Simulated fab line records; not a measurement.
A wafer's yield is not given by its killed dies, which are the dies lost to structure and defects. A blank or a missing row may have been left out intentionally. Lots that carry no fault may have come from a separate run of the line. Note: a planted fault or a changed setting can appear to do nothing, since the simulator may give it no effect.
Which tool did it? :: flow n5-finfet :: 24 lots with 72 wafers sampled at 3 steps, on a route of 1938 steps

WHAT THE GAUGES SHOWED, per wafer
N5_BEOL_M5_CD_MEAS_35: target cd 28 nm, target cd y 24 nm. Usual: cd-nm 28.00 nm, standard deviation 0.29.
lot: L074
measured: day 8 05:56
on: cd-sem-03
cd-nm (nm): 28.26 28.03 28.22
flag: 

lot: L077
measured: day 8 10:26
on: cd-sem-02
cd-nm (nm): 28.18 28.21 27.73
flag: 

lot: L075
measured: day 8 10:25
on: cd-sem-03
cd-nm (nm): 27.76 27.98 27.71
flag: 

lot: L076
measured: day 8 16:17
on: cd-sem-02
cd-nm (nm): 28.26 28.23 28.19
flag: 

lot: L079
measured: day 9 12:11
on: cd-sem-01
cd-nm (nm): 27.42 27.85 27.62
flag: 

lot: L080
measured: day 9 13:50
on: cd-sem-03
cd-nm (nm): 27.81 27.77 28.05
flag: 

lot: L078
measured: day 9 18:59
on: cd-sem-03
cd-nm (nm): 28.34 28.55 28.04
flag: 

lot: L081
measured: day 9 21:01
on: cd-sem-01
cd-nm (nm): 27.75 27.81 27.35
flag: 

lot: L082
measured: day 9 21:42
on: cd-sem-03
cd-nm (nm): 27.95 28.24 28.31
flag: 

lot: L083
measured: day 10 01:48
on: cd-sem-03
cd-nm (nm): 27.69 27.89 27.90
flag: 

lot: L084
measured: day 10 04:13
on: cd-sem-01
cd-nm (nm): 28.46 27.95 27.95
flag: 

lot: L085
measured: day 10 22:53
on: cd-sem-01
cd-nm (nm): 27.81 27.92 28.00
flag: 

lot: L086
measured: day 11 01:57
on: cd-sem-01
cd-nm (nm): 27.98 28.16 28.30
flag: 

lot: L087
measured: day 11 13:01
on: cd-sem-02
cd-nm (nm): 28.17 28.46 27.73
flag: 

lot: L088
measured: day 11 19:32
on: cd-sem-01
cd-nm (nm): 28.69 28.64 28.30
flag: 

lot: L090
measured: day 11 22:33
on: cd-sem-02
cd-nm (nm): 28.10 28.27 27.82
flag: 

lot: L089
measured: day 12 04:56
on: cd-sem-01
cd-nm (nm): 27.71 27.83 28.36
flag: 

lot: L091
measured: day 12 10:11
on: cd-sem-01
cd-nm (nm): 28.38 28.32 28.07
flag: 

lot: L092
measured: day 12 13:44
on: cd-sem-01
cd-nm (nm): 27.56 28.18 28.08
flag: 

lot: L093
measured: day 12 21:25
on: cd-sem-01
cd-nm (nm): 27.61 27.64 27.84
flag: 

lot: L094
measured: day 13 04:08
on: cd-sem-01
cd-nm (nm): 27.77 28.03 28.20
flag: 

lot: L095
measured: day 13 09:17
on: cd-sem-02
cd-nm (nm): 27.71 27.34 28.16
flag: 

lot: L096
measured: day 13 17:55
on: cd-sem-01
cd-nm (nm): 27.61 28.20 27.81
flag: 

lot: L097
measured: day 14 00:23
on: cd-sem-01
cd-nm (nm): 27.79 27.99 28.09
flag: 

EACH LOT AND THE TOOL THAT RAN IT (in order: tool; ch and the chambers of the sampled wafers; start)
lot: L074
N5_BEOL_M4_SURFACE_TREAT_85: pvd-sputter-03, day 7 20:53
N5_BEOL_M5_TRENCH_ETCH_37: rie-diel-05 ch 1,2, day 8 05:56 or earlier

lot: L077
N5_BEOL_M4_SURFACE_TREAT_85: pvd-sputter-03, day 8 01:58
N5_BEOL_M5_TRENCH_ETCH_37: rie-diel-01 ch 1,2, day 8 10:26 or earlier

lot: L075
N5_BEOL_M4_SURFACE_TREAT_85: pvd-sputter-03, day 8 02:02
N5_BEOL_M5_TRENCH_ETCH_37: rie-diel-05 ch 1,2,3, day 8 10:25 or earlier

lot: L076
N5_BEOL_M4_SURFACE_TREAT_85: pvd-sputter-02, day 8 06:49
N5_BEOL_M5_TRENCH_ETCH_37: rie-diel-01 ch 0,1,2, day 8 16:17 or earlier

lot: L079
N5_BEOL_M4_SURFACE_TREAT_85: pvd-sputter-02, day 9 04:09
N5_BEOL_M5_TRENCH_ETCH_37: rie-diel-05 ch 0,2,3, day 9 12:11 or earlier

lot: L080
N5_BEOL_M4_SURFACE_TREAT_85: pvd-sputter-03, day 9 06:28
N5_BEOL_M5_TRENCH_ETCH_37: rie-diel-05 ch 0,1,2, day 9 13:50 or earlier

lot: L078
N5_BEOL_M4_SURFACE_TREAT_85: pvd-sputter-01, day 9 07:43
N5_BEOL_M5_TRENCH_ETCH_37: rie-diel-05 ch 1,2,3, day 9 18:59 or earlier

lot: L081
N5_BEOL_M4_SURFACE_TREAT_85: pvd-sputter-03, day 9 10:16
N5_BEOL_M5_TRENCH_ETCH_37: rie-diel-05 ch 1,2,3, day 9 21:01 or earlier

lot: L082
N5_BEOL_M4_SURFACE_TREAT_85: pvd-sputter-02, day 9 11:17
N5_BEOL_M5_TRENCH_ETCH_37: rie-diel-01 ch 2,3, day 9 21:42 or earlier

lot: L083
N5_BEOL_M4_SURFACE_TREAT_85: pvd-sputter-03, day 9 14:52
N5_BEOL_M5_TRENCH_ETCH_37: rie-diel-01 ch 2,3, day 10 01:48 or earlier

lot: L084
N5_BEOL_M4_SURFACE_TREAT_85: pvd-sputter-03, day 9 19:44
N5_BEOL_M5_TRENCH_ETCH_37: rie-diel-03 ch 0,2,3, day 10 04:13 or earlier

lot: L085
N5_BEOL_M4_SURFACE_TREAT_85: pvd-sputter-02, day 10 14:39
N5_BEOL_M5_TRENCH_ETCH_37: rie-diel-01 ch 0,2, day 10 22:53 or earlier

lot: L086
N5_BEOL_M4_SURFACE_TREAT_85: pvd-sputter-03, day 10 18:00
N5_BEOL_M5_TRENCH_ETCH_37: rie-diel-03 ch 1,2,3, day 11 01:57 or earlier

lot: L087
N5_BEOL_M4_SURFACE_TREAT_85: pvd-sputter-01, day 11 03:28
N5_BEOL_M5_TRENCH_ETCH_37: rie-diel-03 ch 1,3, day 11 13:01 or earlier

lot: L088
N5_BEOL_M4_SURFACE_TREAT_85: pvd-sputter-01, day 11 08:34
N5_BEOL_M5_TRENCH_ETCH_37: rie-diel-05 ch 0,2, day 11 19:32 or earlier

lot: L090
N5_BEOL_M4_SURFACE_TREAT_85: pvd-sputter-01, day 11 12:33
N5_BEOL_M5_TRENCH_ETCH_37: rie-diel-03 ch 1,3, day 11 22:33 or earlier

lot: L089
N5_BEOL_M4_SURFACE_TREAT_85: pvd-sputter-03, day 11 19:26
N5_BEOL_M5_TRENCH_ETCH_37: rie-diel-01 ch 0,3, day 12 04:56 or earlier

lot: L091
N5_BEOL_M4_SURFACE_TREAT_85: pvd-sputter-03, day 12 01:14
N5_BEOL_M5_TRENCH_ETCH_37: rie-diel-01 ch 0,1, day 12 10:11 or earlier

lot: L092
N5_BEOL_M4_SURFACE_TREAT_85: pvd-sputter-03, day 12 03:55
N5_BEOL_M5_TRENCH_ETCH_37: rie-diel-05 ch 1,3, day 12 13:44 or earlier

lot: L093
N5_BEOL_M4_SURFACE_TREAT_85: pvd-sputter-02, day 12 13:56
N5_BEOL_M5_TRENCH_ETCH_37: rie-diel-05 ch 0,2,3, day 12 21:25 or earlier

lot: L094
N5_BEOL_M4_SURFACE_TREAT_85: pvd-sputter-03, day 12 19:08
N5_BEOL_M5_TRENCH_ETCH_37: rie-diel-05 ch 0,2,3, day 13 04:08 or earlier

lot: L095
N5_BEOL_M4_SURFACE_TREAT_85: pvd-sputter-01, day 12 22:05
N5_BEOL_M5_TRENCH_ETCH_37: rie-diel-05 ch 0,1,2, day 13 09:17 or earlier

lot: L096
N5_BEOL_M4_SURFACE_TREAT_85: pvd-sputter-02, day 13 10:23
N5_BEOL_M5_TRENCH_ETCH_37: rie-diel-05 ch 0,2,3, day 13 17:55 or earlier

lot: L097
N5_BEOL_M4_SURFACE_TREAT_85: pvd-sputter-03, day 13 15:11
N5_BEOL_M5_TRENCH_ETCH_37: rie-diel-05 ch 0,1,2, day 14 00:23 or earlier
- N5_BEOL_M4_SURFACE_TREAT_85
- N5_BEOL_M5_TRENCH_ETCH_37: etches SiCOH lowk in C4F6/O2, target depth 71.652 nm, time 24.7 s.

WHAT THE TOOLS THEMSELVES READ (means of the sampled wafers that have a number; where no wafer has one, the mark that the record gives instead)
N5_BEOL_M5_TRENCH_ETCH_37. Usual: drypump-motor-current-A 5.8 A, standard deviation 0.65; oes-product-au 0.80 a.u., standard deviation 0.098; rf-vpp-V 663 V, standard deviation 6.5; showerhead-plenum-p-Torr 2.83 Torr, standard deviation 0.11; throttle-valve-pct 20.90 %, standard deviation 0.18.
lot: L074
tool: rie-diel-05
drypump-motor-current-A (A): 6.1
oes-product-au (a.u.): 0.69
rf-vpp-V (V): 667
showerhead-plenum-p-Torr (Torr): 2.77
throttle-valve-pct (%): 21.09
flag: 

lot: L077
tool: rie-diel-01
drypump-motor-current-A (A): 6.0
oes-product-au (a.u.): 0.85
rf-vpp-V (V): 667
showerhead-plenum-p-Torr (Torr): 2.99
throttle-valve-pct (%): 20.87
flag: 

lot: L075
tool: rie-diel-05
drypump-motor-current-A (A): 6.3
oes-product-au (a.u.): 0.72
rf-vpp-V (V): 661
showerhead-plenum-p-Torr (Torr): 2.75
throttle-valve-pct (%): 21.04
flag: 

lot: L076
tool: rie-diel-01
drypump-motor-current-A (A): 6.0
oes-product-au (a.u.): 0.78
rf-vpp-V (V): 666
showerhead-plenum-p-Torr (Torr): 2.95
throttle-valve-pct (%): 21.01
flag: 

lot: L079
tool: rie-diel-05
drypump-motor-current-A (A): 5.9
oes-product-au (a.u.): 0.77
rf-vpp-V (V): 656
showerhead-plenum-p-Torr (Torr): 2.75
throttle-valve-pct (%): 20.93
flag: 

lot: L080
tool: rie-diel-05
drypump-motor-current-A (A): 5.6
oes-product-au (a.u.): 0.85
rf-vpp-V (V): 663
showerhead-plenum-p-Torr (Torr): 2.77
throttle-valve-pct (%): 20.86
flag: 

lot: L078
tool: rie-diel-05
drypump-motor-current-A (A): 6.3
oes-product-au (a.u.): 0.82
rf-vpp-V (V): 661
showerhead-plenum-p-Torr (Torr): 2.75
throttle-valve-pct (%): 20.94
flag: 

lot: L081
tool: rie-diel-05
drypump-motor-current-A (A): 6.3
oes-product-au (a.u.): 0.80
rf-vpp-V (V): 660
showerhead-plenum-p-Torr (Torr): 2.75
throttle-valve-pct (%): 20.94
flag: 

lot: L082
tool: rie-diel-01
drypump-motor-current-A (A): 5.4
oes-product-au (a.u.): 0.89
rf-vpp-V (V): 662
showerhead-plenum-p-Torr (Torr): 2.93
throttle-valve-pct (%): 20.82
flag: 

lot: L083
tool: rie-diel-01
drypump-motor-current-A (A): 5.9
oes-product-au (a.u.): 0.81
rf-vpp-V (V): 661
showerhead-plenum-p-Torr (Torr): 2.94
throttle-valve-pct (%): 21.04
flag: 

lot: L084
tool: rie-diel-03
drypump-motor-current-A (A): 5.3
oes-product-au (a.u.): 0.73
rf-vpp-V (V): 665
showerhead-plenum-p-Torr (Torr): 2.83
throttle-valve-pct (%): 20.77
flag: 

lot: L085
tool: rie-diel-01
drypump-motor-current-A (A): 6.3
oes-product-au (a.u.): 0.82
rf-vpp-V (V): 664
showerhead-plenum-p-Torr (Torr): 2.92
throttle-valve-pct (%): 21.11
flag: 

lot: L086
tool: rie-diel-03
drypump-motor-current-A (A): 5.2
oes-product-au (a.u.): 0.74
rf-vpp-V (V): 664
showerhead-plenum-p-Torr (Torr): 2.84
throttle-valve-pct (%): 20.77
flag: 

lot: L087
tool: rie-diel-03
drypump-motor-current-A (A): 5.4
oes-product-au (a.u.): 0.74
rf-vpp-V (V): 667
showerhead-plenum-p-Torr (Torr): 2.84
throttle-valve-pct (%): 20.78
flag: 

lot: L088
tool: rie-diel-05
drypump-motor-current-A (A): 5.7
oes-product-au (a.u.): 0.74
rf-vpp-V (V): 658
showerhead-plenum-p-Torr (Torr): 2.73
throttle-valve-pct (%): 20.96
flag: 

lot: L090
tool: rie-diel-03
drypump-motor-current-A (A): 5.3
oes-product-au (a.u.): 0.74
rf-vpp-V (V): 664
showerhead-plenum-p-Torr (Torr): 2.73
throttle-valve-pct (%): 20.76
flag: 

lot: L089
tool: rie-diel-01
drypump-motor-current-A (A): 5.6
oes-product-au (a.u.): 0.95
rf-vpp-V (V): 666
showerhead-plenum-p-Torr (Torr): 2.91
throttle-valve-pct (%): 20.73
flag: 

lot: L091
tool: rie-diel-01
drypump-motor-current-A (A): 5.9
oes-product-au (a.u.): 0.93
rf-vpp-V (V): 666
showerhead-plenum-p-Torr (Torr): 2.93
throttle-valve-pct (%): 20.75
flag: 

lot: L092
tool: rie-diel-05
drypump-motor-current-A (A): 6.5
oes-product-au (a.u.): 0.79
rf-vpp-V (V): 659
showerhead-plenum-p-Torr (Torr): 2.75
throttle-valve-pct (%): 20.98
flag: 

lot: L093
tool: rie-diel-05
drypump-motor-current-A (A): 5.9
oes-product-au (a.u.): 0.75
rf-vpp-V (V): 656
showerhead-plenum-p-Torr (Torr): 2.74
throttle-valve-pct (%): 20.97
flag: 

lot: L094
tool: rie-diel-05
drypump-motor-current-A (A): 5.9
oes-product-au (a.u.): 0.76
rf-vpp-V (V): 656
showerhead-plenum-p-Torr (Torr): 2.74
throttle-valve-pct (%): 20.98
flag: 

lot: L095
tool: rie-diel-05
drypump-motor-current-A (A): 5.6
oes-product-au (a.u.): 0.81
rf-vpp-V (V): 662
showerhead-plenum-p-Torr (Torr): 2.75
throttle-valve-pct (%): 20.90
flag: 

lot: L096
tool: rie-diel-05
drypump-motor-current-A (A): 5.9
oes-product-au (a.u.): 0.75
rf-vpp-V (V): 656
showerhead-plenum-p-Torr (Torr): 2.74
throttle-valve-pct (%): 20.98
flag: 

lot: L097
tool: rie-diel-05
drypump-motor-current-A (A): 5.6
oes-product-au (a.u.): 0.80
rf-vpp-V (V): 662
showerhead-plenum-p-Torr (Torr): 2.75
throttle-valve-pct (%): 20.90
flag: 

THE ANSWER, worked out from the rows above alone
Rule: take the mean of a lot's wafers that have a number; if it is more than 3 standard deviations from the usual mean, the lot is off. Also off: a lot with no number at a reading for which 4 or more lots have one. Where the step has rows for the other lots, those lots are counted as sound. The gauges are gone through in route order, then the tools' own readings, and for those a lot's mean is taken as printed above. The first step at which some lot is off is used, and at that step the reading that is off furthest; a lot without a number counts as furthest.
None of the lots is off at any reading shown; this tells nothing.

WHAT THE SIMULATOR PUT IN
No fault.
